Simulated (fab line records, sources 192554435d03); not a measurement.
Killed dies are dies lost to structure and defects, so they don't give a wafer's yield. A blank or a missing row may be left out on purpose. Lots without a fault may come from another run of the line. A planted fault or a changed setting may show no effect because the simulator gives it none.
Split-lot experiment | flow n5_finfet | 7 lots, 21 wafers read, on a route of 1938 steps

THE SPLIT
At N5_BEOL_M3_ETCH_41 (etches SiCN in CH3F/O2, target depth 29.9 nm, time 52.5 s), the setting target_depth_a was moved away from the recipe's 299 angstrom on 10 of the 21 wafers read, by -7.0% to +6.7%. The other wafers ran this setting at the recipe's value.

The reading is taken at the split's own step.

THE READING
etch.depth_nm (the simulator's own value, which no gauge read), in nm, at N5_BEOL_M3_ETCH_41 (etches SiCN in CH3F/O2, target depth 29.9 nm, time 52.5 s). The file gives no usual value for it. The 11 wafers here that ran the recipe average 19.89 nm, standard deviation 0.31 nm.

wafer  | tool, chamber at the split | target_depth_a as run, angstrom | against the recipe | etch.depth_nm, nm | against lot-mates on the recipe
L075.1 | rie_diel-03, 1             | 299                             | recipe             | 19.87             | -
L075.2 | rie_diel-03, 0             | 283.7                           | -5.1%              | 18.55             | -1.29
L075.6 | rie_diel-03, 3             | 299                             | recipe             | 19.82             | -
L076.2 | rie_diel-06, 1             | 284.8                           | -4.7%              | 18.66             | -1.43
L076.4 | rie_diel-06, 2             | 299                             | recipe             | 20.09             | -
L076.5 | rie_diel-06, 1             | 284.8                           | -4.7%              | 18.46             | -1.63
L079.1 | rie_diel-06, 3             | 299                             | recipe             | 19.39             | -
L079.3 | rie_diel-06, 2             | 299                             | recipe             | 20.06             | -
L079.6 | rie_diel-06, 3             | 299                             | recipe             | 19.66             | -
L081.2 | rie_diel-06, 3             | 308.8                           | +3.3%              | 20.28             | +0.14
L081.3 | rie_diel-06, 0             | 299                             | recipe             | 20.14             | -
L081.5 | rie_diel-06, 3             | 308.8                           | +3.3%              | 20.1              | -0.04
L088.3 | rie_diel-06, 2             | 299                             | recipe             | 20.18             | -
L088.5 | rie_diel-06, 0             | 278.2                           | -7.0%              | 18.86             | -1.32
L088.6 | rie_diel-06, 3             | 278.2                           | -7.0%              | 18.28             | -1.90
L089.1 | rie_diel-04, 3             | 299                             | recipe             | 19.72             | -
L089.4 | rie_diel-04, 0             | 299                             | recipe             | 20.45             | -
L089.6 | rie_diel-04, 1             | 319.1                           | +6.7%              | 21.23             | +1.14
L093.1 | rie_diel-03, 2             | 299                             | recipe             | 19.45             | -
L093.3 | rie_diel-03, 3             | 286.6                           | -4.1%              | 19.1              | -0.35
L093.4 | rie_diel-03, 1             | 286.6                           | -4.1%              | 18.89             | -0.56

THE FIT
A straight line over all 21 wafers: etch.depth_nm changes by +0.202 nm for each +1% of target_depth_a; r = +0.92; the points scatter about the line by 0.31 nm.
The same after taking each lot's own level away (the mean of its wafers on the recipe; 21 wafers): +0.195 nm for each +1%; r = +0.89; scatter 0.35 nm.
On that fit, the largest move of target_depth_a shifts the reading by 1.4 nm.
The lots' own levels span 19.450 to 20.180 nm, that is 2.4 times the standard deviation above.
So the lot-to-lot level changes the slope little: the two slopes agree.
Check: with one of the wafers moved furthest among these (-7.0%) left out of the fit, the line predicts -1.52 nm for it against its lot-mates. It came out at -1.32 nm against them.

OTHER SPLITS ON THESE WAFERS
These wafers also went through other splits before the reading. Each is held against what the fit with the lots' levels taken away leaves over:
other split on the same wafers | wafers away from the commonest value | r with etch.depth_nm (lot level and that fit taken away)
N5_BEOL_M0_ETCH_138 source_w   | 5                                    | -0.22
N5_BEOL_M1_COAT_05 spin_rpm    | 7                                    | +0.29
N5_BEOL_M1_ETCH_74 bias_w      | 6                                    | -0.21
N5_BEOL_M2_DESCUM_16 time_s    | 10                                   | -0.05
N5_BEOL_M2_VIA_ETCH_34 time_s  | 5                                    | -0.11

THE FILE'S OWN FIT
etch.depth_nm changes by +0.205 nm for each +1% of target_depth_a, r = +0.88.
